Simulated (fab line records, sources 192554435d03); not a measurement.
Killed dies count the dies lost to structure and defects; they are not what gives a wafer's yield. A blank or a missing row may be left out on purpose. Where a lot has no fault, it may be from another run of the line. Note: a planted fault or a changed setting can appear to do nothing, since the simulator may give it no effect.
One fault seen from 2 desks ; flow n5Finfet ; numbers are kept per desk, each desk with only its own; the story behind them comes last

== FOR THE TOOL OWNER'S DESK: rieDiel-01 ==
The tool's own readings at N5_SDB_HM_OPEN_20 (chemistry CH3F/O2, target SiNx, stops on poly-Si, target depth 24 nm): means of the sampled wafers that have a number, for each lot that ran on this tool. A lot is out of limits, marked OUT, if its mean lies more than 4 standard deviations from the usual mean; the brackets give that distance. It has 9 readings; the 7 that lie furthest out on some lot are the ones shown.
Columns: A = drypumpMotorCurrentA at N5_SDB_HM_OPEN_20, usual 5.9 A; B = mfcArSccm at N5_SDB_HM_OPEN_20, usual 150.1 sccm; C = oes_ar_750_au at N5_SDB_HM_OPEN_20, usual 0.74 a.u.; D = oes_f_703_au at N5_SDB_HM_OPEN_20, usual 0.74 a.u.; E = oes_o_777_au at N5_SDB_HM_OPEN_20, usual 0.74 a.u.; F = oesProductAu at N5_SDB_HM_OPEN_20, usual 0.61 a.u.; G = throttleValvePct at N5_SDB_HM_OPEN_20, usual 16.45 %
lot;first seen here;A;B;C;D;E;F;G
L977;day 6 18:46;5.9;149.4;0.80;0.80;0.80;0.66;16.26
L978;day 7 01:53;6.4;150.0;0.83;0.83;0.82;0.69;16.43
L986;day 9 00:11;6.2;149.9;0.82;0.81;0.81;0.65;16.33
This desk's finding: nothing out of limits on any of the 3 lots.

== FROM THE METROLOGY DESK ==
What the gauges read for every lot (on any tool): the sampled wafers with a number, averaged. A lot is out of limits, marked OUT, if its mean lies more than 4 standard deviations from the usual mean; the brackets give that distance. It has 11 readings; the 7 that lie furthest out on some lot are the ones shown.
Columns: A = cdNm at N5_SDB_CD_MEAS_11, usual 50.1 nm; B = DIBL_N at N5_BEOL_M4_RC_MEAS_101, usual 36.3 mV/V; C = IOFF_N at N5_BEOL_M4_RC_MEAS_101, usual 0.164 nA/um; D = SS_N at N5_BEOL_M4_RC_MEAS_101, usual 71.6 mV/dec; E = SS_P at N5_BEOL_M4_RC_MEAS_101, usual 73.3 mV/dec; F = VT_N at N5_BEOL_M4_RC_MEAS_101, usual 249.4 mV; G = VT_P at N5_BEOL_M4_RC_MEAS_101, usual -250.0 mV
lot;first seen here;A;B;C;D;E;F;G
L968;day 4 07:10;50.7;34.9;0.142;71.4;72.9;250.5;-254.1
L972;day 5 08:02;49.7;35.1;0.130;70.9;72.6;253.3;-249.3
L973;day 5 12:52;49.6;35.5;0.158;71.5;73.1;250.5;-248.8
L974;day 6 05:17;50.2;36.3;0.178;72.1;74.0;247.1;-249.1
L975;day 6 07:20;49.4;36.5;0.166;71.7;73.4;248.1;-249.2
L977;day 6 18:08;49.6;37.1;0.180;72.0;74.2;249.8;-249.2
L978;day 7 01:19;50.1;37.1;0.158;71.6;73.3;250.0;-251.0
L986;day 8 23:40;48.7;38.2;0.186;71.3;73.4;247.1;-247.9
This desk's finding: nothing out of limits on any of the 8 lots.

== PUT TOGETHER ==
The desk of the tool owner found nothing out of limits.
Nothing out of limits was seen by the metrology desk.

== WHAT THE SIMULATOR HAD INSERTED ==
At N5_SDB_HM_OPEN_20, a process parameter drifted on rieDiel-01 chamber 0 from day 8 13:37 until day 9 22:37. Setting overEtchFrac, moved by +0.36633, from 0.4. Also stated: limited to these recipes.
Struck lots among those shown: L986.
